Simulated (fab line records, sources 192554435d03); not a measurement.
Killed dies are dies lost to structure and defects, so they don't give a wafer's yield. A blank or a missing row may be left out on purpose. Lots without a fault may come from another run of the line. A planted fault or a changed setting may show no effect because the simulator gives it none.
Chamber matching | flow n5_finfet | N5_BEOL_M0_SAQP_MANDREL_ETCH_103 on rie_si-01: 4 sister chambers
The step etches a-Si in HBr/Cl2, stops on SiCN, target depth 45 nm, bt time 10 s, time 27 s. 4 wafers are shown with their chamber, then 12 later ones without.

WAFERS WITH THEIR CHAMBER
wafer  | chamber | drypump_motor_current_A (A)
L080.5 | 3       | 6.0
L084.6 | 1       | 5.6
L086.3 | 0       | 5.0
L086.5 | 2       | 5.5

WAFERS WITHOUT THEIR CHAMBER
wafer  | drypump_motor_current_A (A)
L089.1 | 5.6
L089.4 | 5.5
L089.6 | 5.6
L093.1 | 5.4
L093.3 | 5.0
L093.5 | 5.6
L097.4 | 5.0
L097.5 | 5.6
L097.6 | 5.0
L096.2 | 5.5
L096.3 | 5.0
L096.5 | 5.0

WHICH CHAMBER EACH WENT THROUGH
wafer  | from the rows above | in truth
L089.1 | 1                   | 1
L089.4 | 2                   | 2
L089.6 | 1                   | 1
L093.1 | 2                   | 2
L093.3 | 0                   | 0
L093.5 | 1                   | 1
L097.4 | 0                   | 0
L097.5 | 1                   | 1
L097.6 | 0                   | 0
L096.2 | 2                   | 2
L096.3 | 0                   | 0
L096.5 | 0                   | 0
Placed correctly: 12 of 12. Can't be placed from these rows: 0. Placed wrongly: 0.
How it was worked out, from the rows above alone: a wafer's distance from a chamber is the root of the sum, over the readings, of the square of ((its reading less the chamber's mean) divided by the reading's scatter). The wafer belongs to the nearest chamber; if the next one is less than 2 further off, it can't be placed. A chamber's mean is the mean of its shown wafers. The scatter: with one shown wafer a chamber, the root of the mean of the squares of how far each hidden wafer lies from its nearest shown one.
